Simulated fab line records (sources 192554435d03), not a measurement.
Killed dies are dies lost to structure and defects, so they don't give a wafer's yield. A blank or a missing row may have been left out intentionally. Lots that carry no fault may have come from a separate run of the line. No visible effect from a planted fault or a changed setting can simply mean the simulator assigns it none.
Problem report, 8D (eight disciplines) form, completed by code | flow n5_finfet | the parts of the form that need people (team, actions taken, sign-off) are left out
Where a reading is given only as a bound, like >300, the bound stands for it, and a mean or a difference that rests on one is marked > or <: the true number lies beyond.

## 1. WHAT WENT WRONG
Mean of raw_defect_count at N5_BEOL_M0_SAQP_INSPECT_16: 1073 across 6 wafers in 2 lots; on wafers with no fault it is 496 (standard deviation 120). Relative to the usual mean, that is a shift of +4.8 standard deviations.
The step: inspects for defects (brightfield).
Earliest sighting: wafer L838.1 on defect_inspect-01 at day 9 19:05. Wafers with a number at this step in the record: 24, from 8 lots. The rule behind "out" and "out of limits": a value lying over 4 standard deviations away from the usual mean. Any other wafer with a number is counted as sound.

## 2. WHAT IT IS; WHAT IT IS NOT
question                    | is                                   | is not
which readings at this step | raw_defect_count                     | -
which lots                  | L838, L840                           | L821, L823, L829, L841, L842, L843
which wafers of those lots  | all that have a number               | -
read on which gauges        | defect_inspect-01, defect_inspect-02 | -
when                        | from day 9 19:05                     | up to then (9 sound wafers); but 9 sound wafers of L841, L842, L843 came after

## 3. SUSPECTS, AND WHAT RULES EACH OUT
Counting: any tool at a process step up to the reading is kept as a suspect provided that every lot that is out went through it and no sound lot did after the first of them.
- the gauge at N5_BEOL_M0_SAQP_INSPECT_16 is ruled out. Those wafers that are out were read across 2 gauges (defect_inspect-01, defect_inspect-02).
- pvd_sputter-02 at N5_BEOL_M0_SAQP_HM_DEP_02 (deposits TiN, target thk 12 nm): ruled out as a lasting fault. The sound lots L843 went through it after L838, its earliest lot that is out (day 9 18:14).
- pecvd-03 at N5_BEOL_M0_SAQP_PECVD_96 (deposits a-Si from SiH4/He, target thk 45 nm, time 45.2 s): kept. It processed each lot that is out, first L838 at day 9 18:25, and no sound lot thereafter; up to then, the last sound lot it processed was L823 at day 6 02:04.
The count leaves pecvd-03 at N5_BEOL_M0_SAQP_PECVD_96.

## 4. THE CAUSE (what the simulator had put in)
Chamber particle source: pecvd-03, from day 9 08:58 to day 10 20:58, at N5_BEOL_M0_SAQP_PECVD_96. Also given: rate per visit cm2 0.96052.
The count eliminated every tool but this one.

## 5. THE CHAIN OF EFFECTS, in route order
Rows list readings where the struck wafers' mean (over those with a number) sits beyond 3 standard deviations from the usual. Only readings for which the record gives a usual standard deviation are gone through. hours: the time from each lot's start at the first step in this table that gives one to its start at this step, as a median over the lots. sigmas: the change in usual standard deviations.
hours | step                       | reading            | usual | on struck wafers | change | sigmas
0     | N5_BEOL_M0_SAQP_INSPECT_16 | raw_defect_count   | 496   | 1073             | +577   | +4.8
4     | N5_BEOL_M0_SAQP_INSPECT_42 | raw_defect_count   | 294   | 859              | +565   | +7.5
6     | N5_BEOL_M0_CUTY_INSPECT_59 | raw_defect_count   | 2.0   | >300             | >+298  | +99 or more
174   | N5_PASSIVATION_PROBE_49    | killed_at_M0_to_M3 | 33    | 82               | +49    | +4.1
Process steps it contains:
- N5_PASSIVATION_PROBE_49
Later steps that measure or inspect, where all struck wafers having a row at the step show a number for every such reading and not one has moved that far: N5_BEOL_M4_RC_MEAS_101.

## 6. WHAT WOULD HAVE CAUGHT IT SOONER
The first out-of-limits reading at a measuring or inspecting step in this record came at day 9 19:05, 10 hours after the fault's start at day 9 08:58.
Of the tool readings at N5_BEOL_M0_SAQP_PECVD_96 for which the record gives a usual standard deviation, none was out on any struck wafer, so an alarm limit of 4 standard deviations on them would not have fired.
L840, from the lots that are out (2), started N5_BEOL_M0_SAQP_PECVD_96 on pecvd-03 later than day 9 19:05. A tool hold placed at that time would have kept it from harm.
